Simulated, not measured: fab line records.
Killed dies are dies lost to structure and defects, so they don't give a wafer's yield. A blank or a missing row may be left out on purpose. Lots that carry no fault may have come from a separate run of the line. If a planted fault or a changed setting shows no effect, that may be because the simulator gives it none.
A struck lot beside a sound one	flow nand-harc	27 steps out of a route of 1302
Sound: these wafers, L741.3, L741.5, L741.6. Wafers L748.1, L748.5 were the ones struck. Last of all comes the cause.
For every step that has rows: the tool of each side, followed by ch and its chambers, followed by its first start. Under that, the readings that differ: sound wafers	struck wafers	difference of the means	sigmas: that difference in standard deviations of wafers without a fault.
alike: same words and numbers on both sides, and readings whose means sit less than 2 such deviations apart. not compared: any withheld reading, any reading some wafer has no value for, any bound like >300 that may hide the same value, and any number with overlapping values for which the record gives no deviation.
The two part at a step that has a row with sigmas, a row that says differs or no value, or rows on one side only. Numbers that have no deviation but don't overlap get no sigmas and don't part them. A reading missing from all wafers of one side parts the sides only when that side holds two or more wafers.

NHARC_A_CHANNEL_HOLE_D2_INSPECT_12:
  struck on defect-inspect-01, day 16 01:49; sound on defect-inspect-02, day 12 22:08
reading	sound	struck	difference	sigmas
raw-defect-count	65 43 47	3 6	-47	-2
then, 4 steps without rows for these wafers: NHARC_A_CHANNEL_HOLE_D2_DESCUM_15 (chemistry O2, time 3 s); NHARC_A_CHANNEL_HOLE_D2_ETCH_38 (etches the open film in CF4, target depth 39 nm, time 65 s); NHARC_A_CHANNEL_HOLE_D2_ETCH_39 (etches the open film in N2/H2, target depth 260 nm, time 325 s); NHARC_A_CHANNEL_HOLE_D2_ETCH_34 (etches the open film in CF4/CHF3, target depth 154 nm, time 77 s).
NHARC_A_CHANNEL_HOLE_D2_ETCH_16: etches the open film in O2/COS, target depth 3100 nm, time 806 s.
  sound: rie-diel-13 ch 1,2,3; struck: rie-diel-13 ch 1,3
  alike: drypump-motor-current-A, o2-flow-sccm, oes-product-au, rf-vpp-V, showerhead-plenum-p-Torr, throttle-valve-pct
  not compared: rf-hours-counter-h
NHARC_A_CHANNEL_HOLE_D2_CD_MEAS_18:
  struck on cd-sem-02, day 16 02:59; sound on cd-sem-03, day 12 23:18
  alike: cd-nm
then, 1 step without rows for these wafers: NHARC_A_CHANNEL_HOLE_D2_ETCH_19 (etches the open film in C4F8/O2/Ar, time 34.5 s).
NHARC_A_CHANNEL_HOLE_D2_ETCH_20: etches the open film in C4F8/O2/Ar, time 361.9 s, target depth 1600 nm.
  sound on har-etch-02 ch 0,1, day 13 02:19; struck on har-etch-01 ch 1, day 16 05:36
  alike: drypump-motor-current-A, he-backside-leak-sccm, o2-flow-sccm, showerhead-plenum-p-Torr, throttle-valve-pct
  not compared: rf-hours-counter-h
then, 1 step without rows for these wafers: NHARC_A_CHANNEL_HOLE_D2_ETCH_21 (etches the open film in C4F8/O2/Ar, time 514.3 s, target depth 1600 nm).
NHARC_A_CHANNEL_HOLE_D2_ETCH_22: etches the open film in C4F8/O2/Ar, time 666.7 s, target depth 1600 nm.
  sound on har-etch-02 ch 0,1, day 13 03:11; struck on har-etch-01 ch 1, day 16 06:23
  alike: drypump-motor-current-A, he-backside-leak-sccm, o2-flow-sccm, showerhead-plenum-p-Torr, throttle-valve-pct
  not compared: rf-hours-counter-h
NHARC_A_CHANNEL_HOLE_D2_ETCH_23: etches the open film in C4F8/O2/Ar, time 819 s, target depth 1600 nm.
  sound on har-etch-02 ch 0,1, day 13 03:50; struck on har-etch-01 ch 1, day 16 06:59
  alike: drypump-motor-current-A, he-backside-leak-sccm, o2-flow-sccm, showerhead-plenum-p-Torr, throttle-valve-pct
  not compared: rf-hours-counter-h
NHARC_A_CHANNEL_HOLE_D2_ETCH_24: etches the open film in C4F8/O2/Ar, time 906.2 s, target depth 1500 nm.
  sound on har-etch-02 ch 0,1, day 13 04:34; struck on har-etch-01 ch 1, day 16 07:41
  alike: drypump-motor-current-A, he-backside-leak-sccm, o2-flow-sccm, showerhead-plenum-p-Torr, throttle-valve-pct
  not compared: rf-hours-counter-h
then, 1 step without rows for these wafers: NHARC_A_CHANNEL_HOLE_D2_ETCH_25 (etches the open film in C4F8/O2/Ar, time 1040.2 s, target depth 1500 nm).
NHARC_A_CHANNEL_HOLE_D2_ETCH_26: etches the open film in C4F8/O2/Ar, time 224.1 s, target depth 300 nm.
  sound on har-etch-02 ch 0,1, day 13 05:56; struck on har-etch-01 ch 1, day 16 09:13
  alike: bias-v, drypump-motor-current-A, he-backside-leak-sccm, o2-flow-sccm, showerhead-plenum-p-Torr, throttle-valve-pct
  not compared: rf-hours-counter-h
then, 8 steps without rows for these wafers: NHARC_A_CHANNEL_HOLE_D2_ETCH_27 (etches the open film in C4F8/O2/Ar, time 90 s, target depth 400 nm); NHARC_A_CHANNEL_HOLE_D2_STRIP_41 (strips in N2/H2); NHARC_A_CHANNEL_HOLE_D2_STRIP_42 (strips in CF4/CHF3); NHARC_A_CHANNEL_HOLE_D2_STRIP_43 (strips in O2/COS); NHARC_A_CHANNEL_HOLE_D2_ETCH_44 (etches the open film in CF4/O2, target depth 140 nm, overetch 14 nm, time 77 s); NHARC_A_CHANNEL_HOLE_D2_STRIP_28 (strips in O2); NHARC_A_CHANNEL_HOLE_D2_PRECLEAN_29 (cleans in SC1); NHARC_A_CHANNEL_HOLE_D2_SRD_30.
NHARC_A_CHANNEL_HOLE_D2_CD_MEAS_31:
  struck on cd-sem-03, day 16 10:57; sound on cd-sem-03, day 13 07:35
  alike: cd-nm
next, for these wafers, 1 step has no rows: NHARC_A_CHANNEL_HOLE_D2_XSEM_32.
NHARC_A_CHANNEL_HOLE_D2_INSPECT_40:
  struck on defect-inspect-01, day 16 11:18; sound on defect-inspect-02, day 13 07:46
reading	sound	struck	difference	sigmas
raw-defect-count	381 438 364	1198 1228	+819	+9
  not compared: hold
-- record jumps: 13 days between struck wafers' starts before vs after; left off in module A_CHANNEL_HOLE_D2, resumes in module END, first step shown is number 1302 of the route --
NHARC_END_SORT_01:
  here the record holds rows for the struck wafers (prober-01 ch 0, day 29 06:29) but none for the sound ones

## WHERE THEY PART
First at NHARC_A_CHANNEL_HOLE_D2_INSPECT_12; last, within this record, at NHARC_END_SORT_01.

WHY: whatever the simulator had introduced
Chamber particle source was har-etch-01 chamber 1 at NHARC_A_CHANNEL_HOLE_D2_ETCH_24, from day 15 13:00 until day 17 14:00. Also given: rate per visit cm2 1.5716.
